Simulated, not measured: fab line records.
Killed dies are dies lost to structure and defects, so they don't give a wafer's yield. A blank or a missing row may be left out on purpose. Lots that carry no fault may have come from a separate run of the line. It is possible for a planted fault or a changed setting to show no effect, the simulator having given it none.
Struck lot and sound lot, side by side || flow n5_finfet || 16 steps out of a route of 1938
Sound: wafers L922.3, L922.4, L922.6. Wafers struck: L915.3, L915.5, L915.6. The cause comes at the end.
For every step that has rows: the tool of each side, followed by ch and its chambers, followed by its first start. Under that, the readings that differ: sound wafers || struck wafers || difference of the means || sigmas: that difference in standard deviations of wafers without a fault.
alike: a reading whose means differ by less than 2 such deviations, as well as words and numbers matching on both sides. not compared: withheld readings; readings where some wafer has no value; bounds like >300 that might hide an equal value; numbers whose values overlap and for which the record gives no deviation.
A row with sigmas, a row that says differs or no value, or rows on one side alone: a step with any of these is where the two part. Non-overlapping numbers with no deviation appear without sigmas and do not part them. A reading missing from all wafers of one side parts the sides only when that side holds two or more wafers.

first, 6 steps without rows for these wafers: N5_MOL_CONTACT_COAG_COAT_34 (resist thk 40 nm); N5_MOL_CONTACT_COAG_EBR_36; N5_MOL_CONTACT_COAG_SOFTBAKE_35 (time 60 s); N5_MOL_CONTACT_COAG_EXPOSE_37 (exposes mask VD, defocus 0 nm); N5_MOL_CONTACT_COAG_PEB_38 (peb time 60 s); N5_MOL_CONTACT_COAG_DEVELOP_39 (develop time 30 s).
N5_MOL_CONTACT_COAG_CD_MEAS_40: the cd target is 25.1 nm.
  sound on cd_sem-03 ch 0, day 8 13:07; struck on cd_sem-02 ch 0, day 6 23:51
  alike: cd_nm
N5_MOL_CONTACT_COAG_OVL_MEAS_41:
  sound on overlay-01 ch 0, day 8 13:09; struck on overlay-01 ch 0, day 6 23:53
  alike: VD_OVL
N5_MOL_CONTACT_COAG_INSPECT_42: inspects for defects (brightfield).
  sound: defect_inspect-01 at day 8 13:11; struck: defect_inspect-02 at day 6 23:56
{"reading": "raw_defect_count", "sound": "317 307 208", "struck": "183 162 168", "difference": -106, "sigmas": -2}
N5_MOL_CONTACT_COAG_DESCUM_45: chemistry O2, time 7 s.
  sound on rie_diel-06 ch 0,1,2, day 8 13:14; struck on rie_diel-06 ch 0,1,2, day 7 00:06
  alike: chamber_pressure_mTorr, drypump_motor_current_A, oes_product_au, rf_vpp_V, showerhead_plenum_p_Torr, throttle_valve_pct
  not compared: rf_hours_counter_h
N5_MOL_CONTACT_COAG_ETCH_65: etches underlayer in N2/H2, target depth 13 nm, time 10.4 s.
  sound on rie_diel-06 ch 0,1,2, day 8 13:16; struck on rie_diel-06 ch 0,1,2, day 7 00:08
  alike: chamber_pressure_mTorr, drypump_motor_current_A, etch_rf_on_time_s, oes_product_au, rf_vpp_V, showerhead_plenum_p_Torr, throttle_valve_pct
  not compared: rf_hours_counter_h
N5_MOL_CONTACT_COAG_ETCH_66: etches SiARC in CF4, target depth 13 nm, time 21.7 s.
  sound on rie_diel-06 ch 0,1,2, day 8 13:17; struck on rie_diel-06 ch 0,1,2, day 7 00:09
  alike: cf4_flow_sccm, chamber_pressure_mTorr, drypump_motor_current_A, etch_rf_on_time_s, oes_product_au, rf_vpp_V, showerhead_plenum_p_Torr, throttle_valve_pct
  not compared: rf_hours_counter_h
N5_MOL_CONTACT_COAG_ALD_133: deposits SiO2, target thk 5 nm, pulse time 1 s, co reactant pulse time 1 s.
  sound on ald_sin-04 ch 1,3, day 8 13:22; struck on ald_sin-01 ch 2,3, day 7 00:18
{"reading": "susceptor_temp_C (C)", "sound": "100.22 100.02 100.16", "struck": "91.04 91.26 91.05", "difference": -9.02, "sigmas": -64}
  alike: heater_power_w, precursor_pulse_height_rel
N5_MOL_CONTACT_COAG_ETCHBACK_134: etches SiO2 in CHF3, target depth 10 nm, time 6.7 s.
  sound on rie_diel-06 ch 0,3, day 8 13:32; struck on rie_diel-06 ch 0,1, day 7 00:37
  alike: chamber_pressure_mTorr, drypump_motor_current_A, oes_f_703_au, oes_product_au, rf_vpp_V, showerhead_plenum_p_Torr, throttle_valve_pct
  not compared: rf_hours_counter_h
-- record jumps: 3 days separate the struck wafers' starts on either side; left off in module MOL_CONTACT_COAG, taken up again in module BEOL_M4, whose first shown step is the route's number 1111 --
N5_BEOL_M4_RC_MEAS_101:
  sound on prober-02 ch 0, day 12 11:06; struck on prober-01 ch 0, day 10 07:19
  alike: DIBL_N, DIBL_P, IOFF_N, IOFF_P, ION_N, ION_P, SS_N, SS_P, VT_N, VT_P
-- a jump in the record: the struck wafers' starts before and after are 5 days apart (it breaks off in module BEOL_M4 and resumes in module PASSIVATION, where the first step shown is number 1936 of the route) --
N5_PASSIVATION_PROBE_49:
  sound: prober-01 at day 16 14:04; struck: prober-01 at day 14 21:37
{"reading": "killed_on_rim", "sound": "25 19 18", "struck": "8 16 9", "difference": -10, "sigmas": -2}
  alike: defect_limited_yield, killed_at_M0_to_M3, killed_at_M4_up, killed_at_contacts, killed_at_front_end, killed_at_other, killed_dies, killed_open, killed_short, sort_bin_5_function, sort_bin_6_memory, sort_n_pass, sort_yield_pct

WHERE THEY PART
Earliest at N5_MOL_CONTACT_COAG_INSPECT_42; latest, in this record, at N5_PASSIVATION_PROBE_49.

WHY: what had been put in by the simulator
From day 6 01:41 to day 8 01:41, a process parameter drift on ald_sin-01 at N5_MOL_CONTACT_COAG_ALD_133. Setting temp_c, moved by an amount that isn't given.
